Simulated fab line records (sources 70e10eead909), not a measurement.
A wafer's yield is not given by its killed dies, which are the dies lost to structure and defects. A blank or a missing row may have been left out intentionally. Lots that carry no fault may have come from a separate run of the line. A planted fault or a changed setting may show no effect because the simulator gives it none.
Which of the tools did it?	flow nand harc	Sampling: 6 lots, 18 wafers, 2 of 1302 route steps

## WHAT THE GAUGES SHOWED, per wafer
NHARC_A_BONDPAD_THK_MEAS_30: measures by ellipsometry.
lot	measured	on	thk nm (nm)
L248	day 24 01:07	film metro-01	200.9 201.6 202.4
L252	day 25 04:22	film metro-02	202.2 201.5 202.6
L254	day 26 18:53	film metro-01	199.7 201.0 199.5
L258	day 27 20:17	film metro-01	199.3 196.7 198.7
L268	day 31 21:04	film metro-01	198.8 200.9 200.0
L269	day 32 18:13	film metro-01	200.9 202.0 201.7

## WHAT TOOL EACH LOT RAN ON (gives the tool, then ch and the chambers of the sampled wafers, and finally the start)
lot	NHARC_A_BONDPAD_DEP_00
L248	pecvd-04 ch 0,2, day 24 00:32
L252	pecvd-04 ch 0,1,2, day 25 03:42
L254	pecvd-01 ch 1,2, day 26 18:14
L258	pecvd-03 ch 1,2, day 27 19:41
L268	pecvd-01 ch 1,2, day 31 20:28
L269	pecvd-04 ch 0,1, day 32 17:33
- NHARC_A_BONDPAD_DEP_00: deposits SiCN, target thk 250 nm.

## THE ANSWER, worked out from the rows above alone
Rule: what is usual is taken from the lots themselves. The widest of any qualifying gaps counts: lots, ordered by their means at a reading, are off when they make up no more than a third of the lots, leave a main group of 4 or more, and stand apart from it by 3 or more times the standard deviation of that group's means. If all means in a main group match to the digits the tables above print for the reading, that group is not used. A lot without any number at a reading at which 4 lots or more have one is off too. The other lots that the step has rows for count as sound.
Across all readings shown, no lot is off: no conclusion can be drawn from this.

## WHAT HAD BEEN PUT IN BY THE SIMULATOR
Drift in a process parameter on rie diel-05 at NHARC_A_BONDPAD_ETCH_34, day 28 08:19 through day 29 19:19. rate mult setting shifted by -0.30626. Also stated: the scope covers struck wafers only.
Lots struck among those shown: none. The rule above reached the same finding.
